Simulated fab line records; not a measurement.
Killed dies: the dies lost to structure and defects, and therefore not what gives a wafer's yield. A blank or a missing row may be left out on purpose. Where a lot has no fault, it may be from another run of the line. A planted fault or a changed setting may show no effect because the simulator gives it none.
fab line records	flow n5-finfet
record: lots: 7	wafers: 21
route steps=1938 shown ZERO_LAYER@4 FIN_SAQP@109 FIN_CUT@154 DUMMY_GATE@224 SD_EPI_N@288 SD_EPI_P@321 SD_ACTIVATION@330 GATE_CUT@479
start-h: hours from the record's first day to the start of the lot's first wafer shown	wait-h: hours elapsed since this lot's preceding step	" repeats the value in the row above	L1.1+2: one row covering several wafers at once	- no value, or no start given	* or withheld: withheld	< > ~ a bound
route shown NAME@n: a module of which the file shows steps, and the number in the route of the first	usual: mean and standard deviation over wafers with no fault	same: alike in all rows	chamber/n: place in a boat	sites: readings site by site	_std_site: the standard deviation of these	_edge_site: inner sites' mean taken away from outer sites' mean	radius-mm: for every site, how far away it sits from the centre of the wafer	mask NAME#n: copy n	behind: the most recent tool/chamber to have shaped the wafer	hold: why the lot went on hold/how many hours it stayed there/how the hold came to an end	device: whichever transistor did not switch (one of n, p or np)	end of line: tests run on the same wafers once the route is complete	step lacking rows: just its recipe	killed: dies that structure and defects cost at the first sort, which is not the same as the wafer's yield	map: a wafer's dies, x killed, . not, _ none there
set.NAME: the setting as run; set.NAME@STEP: as run at that earlier step	model.NAME: the simulator's own value behind a step, which no gauge read
lots run with intentionally changed settings; tables by step, rows by wafer
== steps ==
step: N5_ZERO_LAYER_PECVD_02
recipe: material: SiO2	target-thk-a: 100	temp-c: 400	precursor: SiH4/N2O	pressure-torr: 0.75	rf-w: 275	time-s: 6
lot.wafer	tool	chamber	start-h	wait-h	set.time-s	model.SiO2_of_ZERO_LAYER_PECVD_02.thk-nm
L078.1	pecvd-01	0	36.30	0.0	5.528	9.249
L078.3	"	1	"	"	6	10.08
L078.5	"	0	"	"	6	10.23
L079.3	pecvd-01	2	42.30	0.0	6	10.16
L079.4	"	0	"	"	6	10.33
L079.6	"	1	"	"	6	10.26
L081.3	pecvd-03	2	54.30	0.0	5.286	8.78
L081.4	"	1	"	"	6	10.27
L081.6	"	0	"	"	5.286	8.904
L085.1	pecvd-03	2	78.29	0.0	5.584	9.188
L085.2	"	0	"	"	6	9.931
L085.3	"	1	"	"	6	9.837
L089.1	pecvd-03	0	102.28	0.0	6	10.09
L089.3	"	1	"	"	6	9.922
L089.4	"	1	"	"	6	10.15
L092.2	pecvd-03	2	120.28	0.0	6	10.02
L092.3	"	0	"	"	6	10.07
L092.5	"	0	"	"	6	9.981
L093.1	pecvd-01	0	126.28	0.0	6	9.695
L093.4	"	0	"	"	6.628	11.15
L093.6	"	0	"	"	6	10.05
step: N5_ZERO_LAYER_COAT_05
recipe: spin-rpm: 1500	resist-thk-nm: 1000
lot.wafer	tool	chamber	start-h	wait-h	set.spin-rpm	model.coat_of_ZERO_LAYER_COAT_05.thk-nm
L078.1	litho-track-04	0	-	-	1500	996.6
L078.3	"	0	"	"	1500	997.4
L078.5	"	0	"	"	1432	1017
L079.3	litho-track-04	0	-	-	1500	1002
L079.4+6	"	0	"	"	1500	1001
L081.3	litho-track-04	0	-	-	1500	999.4
L081.4	"	0	"	"	1500	1000
L081.6	"	0	"	"	1500	997.2
L085.1	litho-track-03	0	-	-	1500	1003
L085.2	"	0	"	"	1448	1018
L085.3	"	0	"	"	1500	1000
L089.1	litho-track-03	0	-	-	1500	996.2
L089.3	"	0	"	"	1403	1032
L089.4	"	0	"	"	1500	997
L092.2	litho-track-03	0	-	-	1596	975
L092.3	"	0	"	"	1500	1004
L092.5	"	0	"	"	1500	1006
L093.1	litho-track-03	0	-	-	1500	1003
L093.4	"	0	"	"	1500	1000
L093.6	"	0	"	"	1500	1001
step: N5_ZERO_LAYER_EBR_07
recipe: solvent: PGMEA	ebr-width-mm: 1.5
step: N5_ZERO_LAYER_SOFTBAKE_06
recipe: temp-c: 100	time-s: 90
step: N5_ZERO_LAYER_DESCUM_16
recipe: chemistry: O2	time-s: 7.9	source-power-w: 50	bias-power-w: 20	pressure-mtorr: 20	rf-frequency-hz: 2.712e+07	temp-c: 40	o2-flow-sccm: 225
step: N5_ZERO_LAYER_ETCH_17
recipe: chemistry: CF4	target: SiO2	target-depth-a: 120	time-s: 13.3	ion-energy-ev: 350	pressure-mtorr: 40	source-w: 450	bias-w: 215	Ar_flow_sccm: 100	cf4-flow-sccm: 100
step: N5_ZERO_LAYER_ETCH_18
recipe: chemistry: HBr/Cl2	target: Si	target-depth-a: 1200	time-s: 40	pressure-mtorr: 10	icp-w: 800	bias-w: 75	HBr_flow_sccm: 150	Cl2_flow_sccm: 80
lot.wafer	tool	chamber	start-h	wait-h	set.spin-rpm@ZERO_LAYER_COAT_05	model.coat_of_ZERO_LAYER_COAT_05.thk-nm
L078.1	rie-si-03	1	36.90	0.0	1500	927.3
L078.3	"	0	"	"	1500	928.2
L078.5	"	1	"	"	1432	947.5
L079.3	rie-si-05	0	42.93	0.0	1500	931.6
L079.4	"	2	"	"	1500	932.1
L079.6	"	0	"	"	1500	930.6
L081.3	rie-si-05	3	54.81	0.0	1500	928.9
L081.4	"	0	"	"	1500	929.2
L081.6	"	2	"	"	1500	928.6
L085.1	rie-si-04	2	79.10	0.0	1500	933.8
L085.2	"	1	"	"	1448	948.9
L085.3	"	0	"	"	1500	930.7
L089.1	rie-si-04	2	103.27	0.0	1500	926.4
L089.3	"	1	"	"	1403	962.4
L089.4	"	0	"	"	1500	927
L092.2	rie-si-05	0	120.79	0.0	1596	904.4
L092.3	"	2	"	"	1500	935.3
L092.5	"	2	"	"	1500	937.1
L093.1	rie-si-04	1	126.94	0.0	1500	933.7
L093.4	"	3	"	"	1500	931.8
L093.6	"	1	"	"	1500	931
step: N5_ZERO_LAYER_STRIP_24
recipe: chemistry: O2	power-w: 1000	temp-c: 250	overash-fraction: 0.3	pressure-mtorr: 1000	o2-flow-sccm: 6750
usual: strip-time-to-endpoint-s: 43.83/0.1
lot.wafer	tool	chamber	start-h	wait-h	set.spin-rpm@ZERO_LAYER_COAT_05	strip-time-to-endpoint-s
L078.1	plasma-asher-01	0	37.01	0.1	1500	43.77
L078.3	"	0	"	"	1500	43.78
L078.5	"	0	"	"	1432	44.35
L079.3	plasma-asher-01	0	43.06	0.1	1500	43.88
L079.4	"	1	"	"	1500	43.90
L079.6	"	1	"	"	1500	43.86
L081.3	plasma-asher-01	0	54.93	0.1	1500	43.81
L081.4	"	1	"	"	1500	43.81
L081.6	"	1	"	"	1500	43.79
L085.1	plasma-asher-02	1	79.21	0.1	1500	43.94
L085.2	"	0	"	"	1448	44.40
L085.3	"	1	"	"	1500	43.85
L089.1	plasma-asher-01	0	103.37	0.1	1500	43.72
L089.3	"	0	"	"	1403	44.82
L089.4	"	1	"	"	1500	43.74
L092.2	plasma-asher-02	0	120.89	0.1	1596	43.07
L092.3	"	0	"	"	1500	44.01
L092.5	"	0	"	"	1500	44.03
L093.1	plasma-asher-02	0	127.04	0.1	1500	43.95
L093.4	"	1	"	"	1500	43.87
L093.6	"	0	"	"	1500	43.87
step: N5_FIN_SAQP_PEB_14
recipe: peb-temp-c: withheld	peb-time-s: 60	resist: CAR-ArF
lot.wafer	tool	chamber	start-h	wait-h	set.peb-time-s
L078.1+3+5	litho-track-05	0	45.49	0.1	60
L079.3+4+6	litho-track-05	0	51.66	0.0	60
L081.3+4+6	litho-track-04	0	64.00	0.0	60
L085.1+2	litho-track-04	0	88.33	0.1	60
L085.3	"	0	"	"	48.3
L089.1	litho-track-04	0	113.98	0.1	54.58
L089.3+4	"	0	"	"	60
L092.2	litho-track-03	0	129.60	0.0	50.81
L092.3+5	"	0	"	"	60
L093.1	litho-track-05	0	135.57	0.1	60
L093.4+6	"	0	"	"	48.65
step: N5_FIN_SAQP_DEVELOP_15
recipe: develop-time-s: 30	developer: TMAH	resist: CAR-ArF	dev-temp-c: 23	rinse-liquid: diw	dry: air-spin
step: N5_FIN_SAQP_CD_MEAS_16
recipe: target-cd-nm: 35.6	landing-energy-ev: 500	detector: se-inlens
usual: cd-nm: 35.7/0.36
lot.wafer	tool	chamber	start-h	wait-h	set.peb-time-s@FIN_SAQP_PEB_14	cd-nm
L078.1	cd-sem-01	0	45.56	-	60	35.2
L078.3	"	0	"	"	60	35.1
L078.5	"	0	"	"	60	35.4
L079.3	cd-sem-02	0	51.73	-	60	34.9
L079.4	"	0	"	"	60	35.5
L079.6	"	0	"	"	60	35.6
L081.3	cd-sem-03	0	64.07	-	60	36.2
L081.4	"	0	"	"	60	35.9
L081.6	"	0	"	"	60	36.1
L085.1	cd-sem-02	0	88.39	-	60	35.6
L085.2	"	0	"	"	60	35.9
L085.3	"	0	"	"	48.3	38.8
L089.1	cd-sem-03	0	114.05	-	54.58	36.7
L089.3	"	0	"	"	60	35.8
L089.4	"	0	"	"	60	35.9
L092.2	cd-sem-03	0	129.66	-	50.81	38.9
L092.3	"	0	"	"	60	36.2
L092.5	"	0	"	"	60	35.9
L093.1	cd-sem-03	0	135.64	-	60	35.6
L093.4	"	0	"	"	48.65	38.4
L093.6	"	0	"	"	48.65	38.6
step: N5_FIN_SAQP_ETCH_34
recipe: chemistry: C4F6/O2	target: SiO2	target-depth-a: 450	time-s: 15	ion-energy-ev: 250	pressure-mtorr: 30	source-w: 345	bias-w: 185	Ar_flow_sccm: 300	C4F6_flow_sccm: 10	O2_flow_sccm: 10	ends: cleared
usual: etch-rf-on-time-s: 15.07/0.28
lot.wafer	tool	chamber	start-h	wait-h	set.source-w	etch-rf-on-time-s
L078.1	rie-diel-01	1	49.85	0.0	345	14.86
L078.3	"	2	"	"	345	14.54
L078.5	"	2	"	"	345	14.65
L079.3	rie-diel-01	3	55.60	0.0	345	14.95
L079.4	"	0	"	"	345	15.22
L079.6	"	1	"	"	345	14.91
L081.3	rie-diel-01	1	67.99	0.0	345	15.02
L081.4	"	1	"	"	322.7	15.41
L081.6	"	3	"	"	322.7	15.48
L085.1	rie-diel-03	0	92.79	0.0	345	15.24
L085.2	"	3	"	"	310.3	15.43
L085.3	"	1	"	"	310.3	15.39
L089.1	rie-diel-01	1	118.42	0.0	288.1	16.22
L089.3	"	2	"	"	345	14.85
L089.4	"	3	"	"	345	15.20
L092.2	rie-diel-01	2	134.52	0.0	401.4	13.85
L092.3	"	3	"	"	345	14.96
L092.5	"	1	"	"	345	14.94
L093.1	rie-diel-03	2	141.89	0.0	345	15.15
L093.4	"	3	"	"	345	14.42
L093.6	"	3	"	"	345	14.48
step: N5_FIN_CUT_COAT_18
recipe: resist: SOC	temp-c: 250	time-s: 60	spin-rpm: 1500	resist-thk-nm: 230
lot.wafer	tool	chamber	start-h	wait-h	set.spin-rpm	model.SOC_of_FIN_CUT_COAT_18.thk-nm
L078.1	litho-track-01	0	50.34	0.0	1500	230.6
L078.3	"	0	"	"	1500	230.2
L078.5	"	0	"	"	1584	223.8
L079.3	litho-track-01	0	56.09	0.0	1500	230
L079.4	"	0	"	"	1500	229.6
L079.6	"	0	"	"	1500	230.4
L081.3	litho-track-01	0	68.48	0.0	1386	240
L081.4	"	0	"	"	1386	239.6
L081.6	"	0	"	"	1500	229.8
L085.1	litho-track-05	0	93.30	0.0	1500	228.4
L085.2	"	0	"	"	1406	236.2
L085.3	"	0	"	"	1406	236
L089.1	litho-track-01	0	118.91	0.0	1500	230.2
L089.3	"	0	"	"	1500	230.8
L089.4	"	0	"	"	1665	218.8
L092.2	litho-track-01	0	135.02	0.0	1500	229.8
L092.3	"	0	"	"	1500	230.2
L092.5	"	0	"	"	1568	225.4
L093.1	litho-track-02	0	142.38	0.0	1563	224.2
L093.4	"	0	"	"	1500	228.6
L093.6	"	0	"	"	1500	228
step: N5_FIN_CUT_COAT_19
recipe: resist: SiARC	temp-c: 220	time-s: 60	spin-rpm: 1500	resist-thk-nm: 20
step: N5_FIN_CUT_COAT_29
recipe: resist: underlayer	temp-c: 205	time-s: 60	spin-rpm: 1500	resist-thk-nm: 10
step: N5_FIN_CUT_ETCH_30
recipe: chemistry: N2/H2	target: underlayer	target-depth-a: 130	mask-material: CAR-EUV	time-s: 10.4	ion-energy-ev: 200	pressure-mtorr: 30	source-w: 840	bias-w: 150	n2-flow-sccm: 200	h2-flow-sccm: 200	ends: cleared
step: N5_FIN_CUT_ETCH_20
recipe: chemistry: CF4	target: SiARC	target-depth-a: 260	mask-material: CAR-EUV	time-s: 43.3	ion-energy-ev: 80	pressure-mtorr: 40	source-w: 545	bias-w: 36	Ar_flow_sccm: 100	cf4-flow-sccm: 100	ends: cleared
step: N5_FIN_CUT_ETCH_21
recipe: chemistry: N2/H2	target: SOC	target-depth-a: 2190	overetch-a: 438	mask-material: SiARC	temp-c: 40	ion-energy-ev: 100	bias-w: 61	time-s: 523.5	pressure-mtorr: 30	source-w: 850	n2-flow-sccm: 200	h2-flow-sccm: 200
lot.wafer	tool	chamber	start-h	wait-h	set.spin-rpm@FIN_CUT_COAT_18	model.etch.depth-nm
L078.1	rie-diel-06	0	50.83	0.0	1500	230.6
L078.3	"	1	"	"	1500	230.3
L078.5	"	2	"	"	1584	223.8
L079.3	rie-diel-04	3	56.70	0.0	1500	230
L079.4	"	0	"	"	1500	229.6
L079.6	"	1	"	"	1500	230.4
L081.3	rie-diel-06	0	69.09	0.0	1386	240
L081.4	"	3	"	"	1386	239.5
L081.6	"	0	"	"	1500	229.8
L085.1	rie-diel-04	3	93.91	0.0	1500	228.4
L085.2	"	0	"	"	1406	236.2
L085.3	"	1	"	"	1406	236
L089.1	rie-diel-06	1	119.40	0.0	1500	230.1
L089.3	"	2	"	"	1500	230.7
L089.4	"	3	"	"	1665	218.9
L092.2	rie-diel-04	2	135.63	0.0	1500	229.9
L092.3	"	0	"	"	1500	230.2
L092.5	"	2	"	"	1568	225.3
L093.1	rie-diel-02	3	143.00	0.0	1563	224.1
L093.4	"	1	"	"	1500	228.6
L093.6	"	3	"	"	1500	228
step: N5_DUMMY_GATE_COAT_28
recipe: resist: underlayer	temp-c: 205	time-s: 60	spin-rpm: 1500	resist-thk-nm: 10
lot.wafer	tool	chamber	start-h	wait-h	set.spin-rpm	model.underlayer_of_DUMMY_GATE_COAT_28.thk-nm
L078.1	litho-track-02	0	-	-	1422	10.2
L078.3+5	"	0	"	"	1500	10
L079.3+4+6	litho-track-02	0	-	-	1500	10
L081.3	litho-track-04	0	-	-	1357	10.4
L081.4+6	"	0	"	"	1357	10.6
L085.1+3	litho-track-02	0	-	-	1588	9.6
L085.2	"	0	"	"	1500	10
L089.1+4	litho-track-02	0	-	-	1500	10
L089.3	"	0	"	"	1356	10.6
L092.2+3	litho-track-04	0	-	-	1500	10
L092.5	"	0	"	"	1602	9.6
L093.1+4	litho-track-02	0	-	-	1616	9.6
L093.6	"	0	"	"	1500	10
step: N5_SD_EPI_N_EPI_21
recipe: material: Si:P	dopant: P	temp-c: 680	pressure-torr: 255	time-s: 690
lot.wafer	tool	chamber	start-h	wait-h	set.epi-growth-time-s	model.Si-P_of_SD_EPI_N_EPI_21.thk-nm
L078.1	epi-rpcvd-01	0	76.03	0.2	690	58.4
L078.3	"	0	"	"	690	57.8
L078.5	"	0	"	"	739.4	61.8
L079.3	epi-rpcvd-02	0	81.50	0.7	690	59.8
L079.4	"	0	"	"	690	59.4
L079.6	"	0	"	"	690	58.6
L081.3+4	epi-rpcvd-01	0	92.84	0.9	690	58.8
L081.6	"	0	93.96	1.9	630.3	55.4
L085.1	epi-rpcvd-02	0	122.44	0.1	657.5	57.4
L085.2	"	0	"	"	657.5	58.2
L085.3	"	0	"	"	657.5	58
L089.1+3	epi-rpcvd-04	0	142.31	0.1	690	59.4
L089.4	"	0	"	"	690	58.8
L092.2	epi-rpcvd-04	0	158.82	0.7	657.9	56.6
L092.3	"	0	"	"	690	59
L092.5	"	0	160.32	2.0	657.9	57.4
L093.1	epi-rpcvd-04	0	166.13	0.1	690	60.4
L093.4+6	"	0	"	"	744	62.8
step: N5_SD_EPI_N_PRECLEAN_24
recipe: chemistry: O3/DIW	time-s: 60	temp-c: 22	o3-ppm: 10
step: N5_SD_EPI_P_EPI_21
recipe: material: SiGe:B	dopant: B	temp-c: 550	pressure-torr: 20	ambient: H2	time-s: 355
step: N5_SD_EPI_P_HM_STRIP_48
recipe: chemistry: H3PO4	temp-c: 160	material: SiNx	target: SiNx	target-depth-a: 30	overetch-fraction: 0.3
lot.wafer	tool	chamber	start-h	wait-h	set.epi-growth-time-s@SD_EPI_N_EPI_21	model.Si-P_of_SD_EPI_N_EPI_21.thk-nm
L078.1	wet-bench-06	1	82.84	0.0	690	57.8
L078.3	"	6	"	"	690	57.2
L078.5	"	4	"	"	739.4	61.2
L079.3	wet-bench-02	7	88.04	0.0	690	59.2
L079.4	"	6	"	"	690	58.8
L079.6	"	2	"	"	690	58
L081.3+4	wet-bench-06	7,1	101.04	0.0	690	58.2
L081.6	"	6	"	"	630.3	54.8
L085.1	wet-bench-03	2	130.05	0.0	657.5	56.8
L085.2	"	0	"	"	657.5	57.6
L085.3	"	6	"	"	657.5	57.4
L089.1+3	wet-bench-03	5,6	148.84	0.0	690	58.8
L089.4	"	0	"	"	690	58.2
L092.2	wet-bench-06	1	166.88	0.0	657.9	56
L092.3	"	2	"	"	690	58.4
L092.5	"	4	"	"	657.9	56.8
L093.1	wet-bench-02	6	172.47	0.0	690	59.6
L093.4	"	3	"	"	744	62
L093.6	"	4	"	"	744	62.2
step: N5_SD_EPI_P_SRD_49
recipe: dry: ipa-marangoni	time-s: 30	temp-c: 23	rinse-liquid: diw
step: N5_SD_EPI_P_PRECLEAN_24
recipe: chemistry: O3/DIW	time-s: 45	temp-c: 22	o3-ppm: 10
step: N5_SD_ACTIVATION_RTA_00
recipe: temp-c: 975	time-s: 0	ambient: N2	idle-temp-c: 600	ramp-up-c-per-s: 150	ramp-down-c-per-s: 60	cool-to-c: 600
step: N5_SD_ACTIVATION_LSA_01
recipe: temp-c: 1080	time-s: 0.0008	ambient: N2
step: N5_SD_ACTIVATION_RS_MEAS_03
recipe: thk-meas-gauge: four-point-probe
usual: RS_SD_N: 21.82/0.27	RS_SD_P: 56.2/0.88
lot.wafer	tool	chamber	start-h	wait-h	set.epi-growth-time-s@SD_EPI_N_EPI_21	RS_SD_N[ohm/sq]	RS_SD_P[ohm/sq]
L078.1	film-metro-01	-	83.61	0.2	690	21.99	56.4
L078.3	"	-	"	"	690	22.42	55.8
L078.5	"	-	"	"	739.4	20.80	55.1
L079.3	film-metro-02	-	88.68	0.2	690	21.67	55.7
L079.4	"	-	"	"	690	21.73	56.0
L079.6	"	-	"	"	690	22.12	56.2
L081.3	film-metro-01	-	101.79	0.2	690	21.89	57.5
L081.4	"	-	"	"	690	22.27	57.3
L081.6	"	-	"	"	630.3	23.16	56.7
L085.1	film-metro-01	-	130.79	0.2	657.5	22.35	57.7
L085.2	"	-	"	"	657.5	22.38	57.1
L085.3	"	-	"	"	657.5	22.15	56.1
L089.1	film-metro-02	-	149.41	0.2	690	21.87	56.4
L089.3	"	-	"	"	690	21.66	56.5
L089.4	"	-	"	"	690	21.94	55.6
L092.2	film-metro-01	-	167.49	0.2	657.9	22.67	54.6
L092.3	"	-	"	"	690	21.89	55.0
L092.5	"	-	"	"	657.9	22.52	55.7
L093.1	film-metro-02	-	173.04	0.2	690	21.24	55.4
L093.4	"	-	"	"	744	20.50	55.3
L093.6	"	-	"	"	744	20.50	56.0
step: N5_GATE_CUT_COAT_35
recipe: resist: SiARC	temp-c: 220	time-s: 60	spin-rpm: 1500	resist-thk-nm: 10
lot.wafer	tool	chamber	start-h	wait-h	set.spin-rpm	model.SiARC_of_GATE_CUT_COAT_35.thk-nm
L078.1	litho-track-02	0	-	-	1500	10
L078.3+5	"	0	"	"	1380	10.4
L079.3+4+6	litho-track-03	0	-	-	1500	10
L081.3+4+6	litho-track-04	0	-	-	1500	10
L085.1+3	litho-track-04	0	-	-	1422	10.2
L085.2	"	0	"	"	1500	10
L089.1+3+4	litho-track-02	0	-	-	1500	10
L092.2	litho-track-03	0	-	-	1500	10
L092.3	"	0	"	"	1365	10.6
L092.5	"	0	"	"	1365	10.4
L093.1+4+6	litho-track-03	0	-	-	1562	9.8
== key ==
split: step: N5_ZERO_LAYER_PECVD_02	setting: time-s	stated: 6	by: wafer
response: step: N5_ZERO_LAYER_PECVD_02	reading: model.SiO2_of_ZERO_LAYER_PECVD_02.thk-nm	change: +0.117	per: 1%	r: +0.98
split: step: N5_ZERO_LAYER_COAT_05	setting: spin-rpm	stated: 1500	by: wafer
response: step: N5_ZERO_LAYER_COAT_05	reading: model.coat_of_ZERO_LAYER_COAT_05.thk-nm	change: -4.94	per: 1%	r: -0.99
response: step: N5_ZERO_LAYER_ETCH_18	reading: model.coat_of_ZERO_LAYER_COAT_05.thk-nm	change: -5.04	per: 1%	r: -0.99
response: step: N5_ZERO_LAYER_STRIP_24	reading: strip-time-to-endpoint-s	change: *	per: 1%	r: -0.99
split: step: N5_FIN_SAQP_PEB_14	setting: peb-time-s	stated: 60	by: wafer
response: step: N5_FIN_SAQP_CD_MEAS_16	reading: cd-nm	change: -0.158	per: 1%	r: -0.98
split: step: N5_FIN_SAQP_ETCH_34	setting: source-w	stated: 345	by: wafer
response: step: N5_FIN_SAQP_ETCH_34	reading: etch-rf-on-time-s	change: *	per: 1%	r: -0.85
split: step: N5_FIN_CUT_COAT_18	setting: spin-rpm	stated: 1500	by: wafer
response: step: N5_FIN_CUT_COAT_18	reading: model.SOC_of_FIN_CUT_COAT_18.thk-nm	change: -1.14	per: 1%	r: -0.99
response: step: N5_FIN_CUT_ETCH_21	reading: model.etch.depth-nm	change: -1.14	per: 1%	r: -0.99
split: step: N5_DUMMY_GATE_COAT_28	setting: spin-rpm	stated: 1500	by: wafer
response: step: N5_DUMMY_GATE_COAT_28	reading: model.underlayer_of_DUMMY_GATE_COAT_28.thk-nm	change: -0.0576	per: 1%	r: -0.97
split: step: N5_SD_EPI_N_EPI_21	setting: epi-growth-time-s	stated: 690	by: wafer
response: step: N5_SD_EPI_N_EPI_21	reading: model.Si-P_of_SD_EPI_N_EPI_21.thk-nm	change: +0.402	per: 1%	r: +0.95
response: step: N5_SD_EPI_P_HM_STRIP_48	reading: model.Si-P_of_SD_EPI_N_EPI_21.thk-nm	change: +0.406	per: 1%	r: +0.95
response: step: N5_SD_ACTIVATION_RS_MEAS_03	reading: RS_SD_N	change: -0.136	per: 1%	r: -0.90
split: step: N5_GATE_CUT_COAT_35	setting: spin-rpm	stated: 1500	by: wafer
response: step: N5_GATE_CUT_COAT_35	reading: model.SiARC_of_GATE_CUT_COAT_35.thk-nm	change: -0.0508	per: 1%	r: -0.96
